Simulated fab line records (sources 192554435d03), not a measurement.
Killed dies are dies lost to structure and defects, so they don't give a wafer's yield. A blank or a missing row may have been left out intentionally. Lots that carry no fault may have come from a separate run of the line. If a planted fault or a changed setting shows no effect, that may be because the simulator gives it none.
Split-lot trial    flow n5_finfet    7 lots, 39 wafers read, on a route of 1938 steps

SPLIT DETAILS
At N5_SD_ACTIVATION_LSA_01 (time 0.0008 s), the setting temp_c was moved away from the recipe's 1080 C on 18 of the 39 wafers read, by -1.3% to +1.6%. For the rest of the wafers, this setting stayed at what the recipe calls for.

Split to reading: the file shows no intervening step.

THE READING
RS_SD_N (ohm/sq), read at N5_SD_ACTIVATION_RS_MEAS_03 with a four-point probe. Typical for fault-free wafers on this fab line: 22.0 ohm/sq, with standard deviation 0.3 ohm/sq.

wafer   tool, chamber at the split  temp_c as run, C  against the recipe  RS_SD_N, ohm/sq  against lot-mates on the recipe
L074.1  laser_anneal-02, 0          1097              +1.6%               20.0             -1.6
L074.2  laser_anneal-02, 0          1080              recipe              21.6             -
L074.3  laser_anneal-02, 0          1080              recipe              21.8             -
L074.4  laser_anneal-02, 0          1097              +1.6%               20.0             -1.6
L074.5  laser_anneal-02, 0          1080              recipe              21.5             -
L074.6  laser_anneal-02, 0          1097              +1.6%               20.1             -1.5
L079.1  laser_anneal-02, 0          1094              +1.3%               20.4             -1.4
L079.2  laser_anneal-02, 0          1080              recipe              21.9             -
L079.3  laser_anneal-02, 0          1094              +1.3%               20.0             -1.8
L079.4  laser_anneal-02, 0          1094              +1.3%               20.2             -1.6
L079.5  laser_anneal-02, 0          1080              recipe              21.9             -
L079.6  laser_anneal-02, 0          1080              recipe              21.7             -
L087.1  laser_anneal-02, 0          1080              recipe              21.7             -
L087.2  laser_anneal-02, 0          1066              -1.3%               23.7             +1.9
L087.3  laser_anneal-02, 0          1080              recipe              21.9             -
L087.4  laser_anneal-02, 0          1066              -1.3%               23.4             +1.6
L087.5  laser_anneal-02, 0          1080              recipe              21.8             -
L087.6  laser_anneal-02, 0          1066              -1.3%               23.7             +1.9
L090.1  laser_anneal-01, 0          1071              -0.8%               23.4             +1.1
L090.2  laser_anneal-01, 0          1080              recipe              22.2             -
L090.3  laser_anneal-01, 0          1071              -0.8%               23.8             +1.5
L090.4  laser_anneal-01, 0          1080              recipe              22.4             -
L090.5  laser_anneal-01, 0          1071              -0.8%               23.1             +0.8
L090.6  laser_anneal-01, 0          1080              recipe              22.3             -
L092.2  laser_anneal-02, 0          1080              recipe              22.7             -
L092.3  laser_anneal-02, 0          1080              recipe              22.5             -
L092.4  laser_anneal-02, 0          1080              recipe              22.6             -
L076.1  laser_anneal-01, 0          1080              recipe              21.5             -
L076.2  laser_anneal-01, 0          1070              -0.9%               22.5             +1.0
L076.3  laser_anneal-01, 0          1080              recipe              21.4             -
L076.4  laser_anneal-01, 0          1070              -0.9%               22.4             +0.9
L076.5  laser_anneal-01, 0          1070              -0.9%               22.8             +1.3
L076.6  laser_anneal-01, 0          1080              recipe              21.6             -
L093.1  laser_anneal-02, 0          1080              recipe              22.3             -
L093.2  laser_anneal-02, 0          1087              +0.6%               21.5             -0.7
L093.3  laser_anneal-02, 0          1087              +0.6%               21.7             -0.5
L093.4  laser_anneal-02, 0          1080              recipe              22.2             -
L093.5  laser_anneal-02, 0          1087              +0.6%               21.7             -0.5
L093.6  laser_anneal-02, 0          1080              recipe              22.2             -

THE FIT
A straight line over all 39 wafers: RS_SD_N changes by -1.21 ohm/sq for each +1% of temp_c; r = -0.93; the points scatter about the line by 0.39 ohm/sq.
The same after taking each lot's own level away (the mean of its wafers on the recipe; 39 wafers): -1.19 ohm/sq for each +1%; r = -0.98; scatter 0.18 ohm/sq.
The reading moves by 1.9 ohm/sq for the largest change in temp_c, on that fit.
Measured against the standard deviation above, the lots' own levels, which go from 21.50 to 22.60 ohm/sq, span 3.7 times it.
Hence the lot-to-lot level has little effect on the slope; both slopes agree.
Check: with one of the wafers moved furthest among these (+1.6%) left out of the fit, the line predicts -1.85 ohm/sq for it against its lot-mates. Against them it came out at -1.63 ohm/sq.
Tool readings at the split's step, against how far the setting was moved: wafer_temp_C_max r = +0.99.

FURTHER SPLITS ON THESE WAFERS
Before the reading, these wafers also passed through other splits. Each is held against what the fit with the lots' levels taken away leaves over:
other split on the same wafers     wafers away from the commonest value  r with RS_SD_N (lot level and that fit taken away)
N5_FIN_SAQP_ALD_61 ald_cycles      12                                    -0.19
N5_DUMMY_GATE_CVD_03 target_thk_a  12                                    -0.30
N5_DUMMY_GATE_ETCH_32 time_s       9                                     -0.15

THE WHOLE CHAIN: every reading that the file lists as answering this split, in the file's order
step                         what it does                  reading           change (the file's fit)               r (the file's)
N5_SD_ACTIVATION_LSA_01      time 0.0008 s                 wafer_temp_C_max  withheld for each +1% of the setting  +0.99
N5_SD_ACTIVATION_RS_MEAS_03  measures by four-point-probe  RS_SD_N           -1.2 for each +1% of the setting      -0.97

THE FILE'S OWN FIT
RS_SD_N changes by -1.2 ohm/sq for each +1% of temp_c, r = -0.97.
